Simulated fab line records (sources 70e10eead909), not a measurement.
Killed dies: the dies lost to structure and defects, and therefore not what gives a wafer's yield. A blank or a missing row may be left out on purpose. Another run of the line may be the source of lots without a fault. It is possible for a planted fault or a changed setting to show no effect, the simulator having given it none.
What tool caused it? | flow nand-harc | 14 lots, 42 wafers sampled, at 3 steps of a route of 1302

== WHAT THE GAUGES SHOWED, per wafer ==
Not one reading of a measure or inspect step in the record can be checked against a usual standard deviation.

== EACH LOT AND THE TOOL THAT RAN IT (in order: tool; ch and the chambers of the sampled wafers; start) ==
lot  | NHARC_P_BONDPAD_STRIP_15           | NHARC_P_BONDPAD_ETCH_24            | NHARC_P_BONDPAD_DEGAS_25
L573 | rie-diel-13 ch 0,1,3, day 7 06:23  | rie-diel-13 ch 1,2,3, day 7 06:32  | pvd-sputter-03, day 7 06:56
L572 | rie-diel-07 ch 2,3, day 7 07:52    | rie-diel-07 ch 1,2,3, day 7 08:04  | pvd-sputter-02, day 7 08:28
L575 | rie-diel-07 ch 0,1,3, day 8 00:08  | rie-diel-07 ch 0,1,3, day 8 00:17  | pvd-sputter-03, day 8 00:41
L574 | rie-diel-09 ch 0,1,3, day 8 00:35  | rie-diel-09 ch 0,1,3, day 8 00:43  | pvd-sputter-02, day 8 01:06
L576 | rie-diel-13 ch 0,2,3, day 8 12:55  | rie-diel-13 ch 0,1, day 8 13:04    | pvd-sputter-02, day 8 13:29
L577 | rie-diel-07 ch 0,2,3, day 9 03:04  | rie-diel-07 ch 0,1,2, day 9 03:11  | pvd-sputter-03, day 9 03:35
L578 | rie-diel-07 ch 1,2,3, day 9 05:14  | rie-diel-07 ch 0,2,3, day 9 05:22  | pvd-sputter-02, day 9 05:46
L580 | rie-diel-07 ch 2,3, day 10 00:43   | rie-diel-07 ch 0,2,3, day 10 00:52 | pvd-sputter-03, day 10 01:16
L583 | rie-diel-07 ch 0,1,3, day 11 05:23 | rie-diel-07 ch 0,2, day 11 05:32   | pvd-sputter-01, day 11 05:56
L589 | rie-diel-13 ch 2,3, day 13 23:14   | rie-diel-13 ch 1,2, day 13 23:23   | pvd-sputter-03, day 13 23:49
L591 | rie-diel-07 ch 0,1,3, day 14 13:17 | rie-diel-07 ch 0,1,2, day 14 13:25 | pvd-sputter-01, day 14 13:48
L593 | rie-diel-07 ch 0,1,2, day 15 06:44 | rie-diel-07 ch 1,2, day 15 06:51   | pvd-sputter-03, day 15 07:15
L594 | rie-diel-07 ch 0,1, day 15 20:25   | rie-diel-07 ch 0,1, day 15 20:35   | pvd-sputter-02, day 15 21:00
L595 | rie-diel-07 ch 0,1,2, day 16 11:23 | rie-diel-07 ch 1,2, day 16 11:32   | pvd-sputter-03, day 16 11:56
- NHARC_P_BONDPAD_STRIP_15: strips in O2.
- NHARC_P_BONDPAD_ETCH_24: etches the open film in CF4/N2, target depth 30 nm, time 72.99 s.
- NHARC_P_BONDPAD_DEGAS_25: time 60 s.

== AS READ BY THE TOOLS THEMSELVES (means over the sampled wafers that have a number; for cases with no such wafer, the mark the record gives instead) ==
NHARC_P_BONDPAD_STRIP_15. Usual: drypump-motor-current-A 5.6 A, standard deviation 0.65; oes-product-au 0.998 a.u., standard deviation 0.0084; rf-vpp-V 58.1 V, standard deviation 0.86; showerhead-plenum-p-Torr 3.65 Torr, standard deviation 0.096; throttle-valve-pct 17.036 %, standard deviation 0.0092.
lot  | tool        | drypump-motor-current-A (A) | oes-product-au (a.u.) | rf-vpp-V (V) | showerhead-plenum-p-Torr (Torr) | throttle-valve-pct (%) | flag
L573 | rie-diel-13 | 5.9                         | 1.008                 | 57.1         | 3.57                            | 17.044                 |
L572 | rie-diel-07 | 5.2                         | 1.004                 | 58.2         | 3.66                            | 17.032                 |
L575 | rie-diel-07 | 6.2                         | 0.996                 | 57.5         | 3.65                            | 17.027                 |
L574 | rie-diel-09 | 5.5                         | 0.996                 | 58.6         | 3.69                            | 17.040                 |
L576 | rie-diel-13 | 5.6                         | 0.996                 | 57.4         | 3.50                            | 17.044                 |
L577 | rie-diel-07 | 5.6                         | 1.001                 | 57.5         | 3.63                            | 17.030                 |
L578 | rie-diel-07 | 5.8                         | 1.005                 | 58.8         | 3.68                            | 17.035                 |
L580 | rie-diel-07 | 5.2                         | 0.998                 | 57.7         | 3.66                            | 17.042                 |
L583 | rie-diel-07 | 6.2                         | 1.014                 | 58.3         | 3.65                            | 17.024                 |
L589 | rie-diel-13 | 5.0                         | 1.002                 | 57.8         | 3.48                            | 17.039                 |
L591 | rie-diel-07 | 6.2                         | 1.006                 | 57.7         | 3.65                            | 17.035                 |
L593 | rie-diel-07 | 5.6                         | 0.997                 | 58.6         | 3.68                            | 17.033                 |
L594 | rie-diel-07 | 6.2                         | 1.010                 | 58.9         | 3.70                            | 17.049                 |
L595 | rie-diel-07 | 5.6                         | 0.994                 | 59.0         | 3.68                            | 17.035                 |

NHARC_P_BONDPAD_ETCH_24. Usual: drypump-motor-current-A 5.6 A, standard deviation 0.64; oes-product-au 1.000 a.u., standard deviation 0.008; rf-fwd-power-W 297.6 W, standard deviation 1.2; rf-vpp-V 315.7 V, standard deviation 1.3; showerhead-plenum-p-Torr 2.71 Torr, standard deviation 0.072; throttle-valve-pct 19.795 %, standard deviation 0.0089.
lot  | tool        | drypump-motor-current-A (A) | oes-product-au (a.u.) | rf-fwd-power-W (W) | rf-vpp-V (V) | showerhead-plenum-p-Torr (Torr) | throttle-valve-pct (%) | flag
L573 | rie-diel-13 | 5.3                         | 1.006                 | 298.7              | 314.7        | 2.65                            | 19.790                 |
L572 | rie-diel-07 | 5.8                         | 0.996                 | 295.9              | 316.3        | 2.74                            | 19.790                 |
L575 | rie-diel-07 | 6.2                         | 0.999                 | 296.3              | 315.6        | 2.72                            | 19.790                 |
L574 | rie-diel-09 | 5.5                         | 1.001                 | 298.7              | 316.5        | 2.75                            | 19.791                 |
L576 | rie-diel-13 | 5.9                         | 1.000                 | 298.3              | 315.5        | 2.75                            | 19.793                 |
L577 | rie-diel-07 | 5.6                         | 0.997                 | 296.5              | 316.4        | 2.74                            | 19.791                 |
L578 | rie-diel-07 | 5.6                         | 0.991                 | 297.6              | 315.9        | 2.70                            | 19.807                 |
L580 | rie-diel-07 | 5.6                         | 0.749                 | 176.9              | 315.9        | 2.70                            | 19.795                 | OFF
L583 | rie-diel-07 | 5.4                         | 0.750                 | 177.8              | 315.9        | 2.71                            | 19.795                 | OFF
L589 | rie-diel-13 | 5.3                         | 1.004                 | 298.0              | 316.5        | 2.73                            | 19.800                 |
L591 | rie-diel-07 | 5.6                         | 1.002                 | 297.3              | 316.1        | 2.74                            | 19.800                 |
L593 | rie-diel-07 | 5.2                         | 0.997                 | 296.5              | 316.3        | 2.76                            | 19.794                 |
L594 | rie-diel-07 | 6.0                         | 1.007                 | 297.5              | 315.8        | 2.72                            | 19.794                 |
L595 | rie-diel-07 | 5.8                         | 0.997                 | 295.9              | 316.4        | 2.77                            | 19.798                 |

NHARC_P_BONDPAD_DEGAS_25. Usual: heater-power-w 451 W, standard deviation 32.
lot  | tool           | heater-power-w (W) | flag
L573 | pvd-sputter-03 | 482                |
L572 | pvd-sputter-02 | 420                |
L575 | pvd-sputter-03 | 488                |
L574 | pvd-sputter-02 | 429                |
L576 | pvd-sputter-02 | 447                |
L577 | pvd-sputter-03 | 464                |
L578 | pvd-sputter-02 | 431                |
L580 | pvd-sputter-03 | 473                |
L583 | pvd-sputter-01 | 426                |
L589 | pvd-sputter-03 | 469                |
L591 | pvd-sputter-01 | 421                |
L593 | pvd-sputter-03 | 456                |
L594 | pvd-sputter-02 | 456                |
L595 | pvd-sputter-03 | 453                |

== THE ANSWER, worked out from the rows above alone ==
Rule: lot off if the mean of its wafers having a number is beyond 3 standard deviations from the usual mean. A lot without any number at a reading at which 4 lots or more have one is off too. Any other lot the step has rows for is counted as sound. First the gauges in route order, then the tools' own readings, where a lot's mean is used as printed above. At the first step where some lot is off, the reading lying furthest off is the one used; lots without a number count as furthest.
Off at NHARC_P_BONDPAD_ETCH_24 (rf-fwd-power-W): L580, L583.
If a tool, at that step or one of the process steps before it, ran each lot that is off and ran no sound lot following the first of them, it fits. No candidate that was tried fits.

== WHAT HAD BEEN PUT IN BY THE SIMULATOR ==
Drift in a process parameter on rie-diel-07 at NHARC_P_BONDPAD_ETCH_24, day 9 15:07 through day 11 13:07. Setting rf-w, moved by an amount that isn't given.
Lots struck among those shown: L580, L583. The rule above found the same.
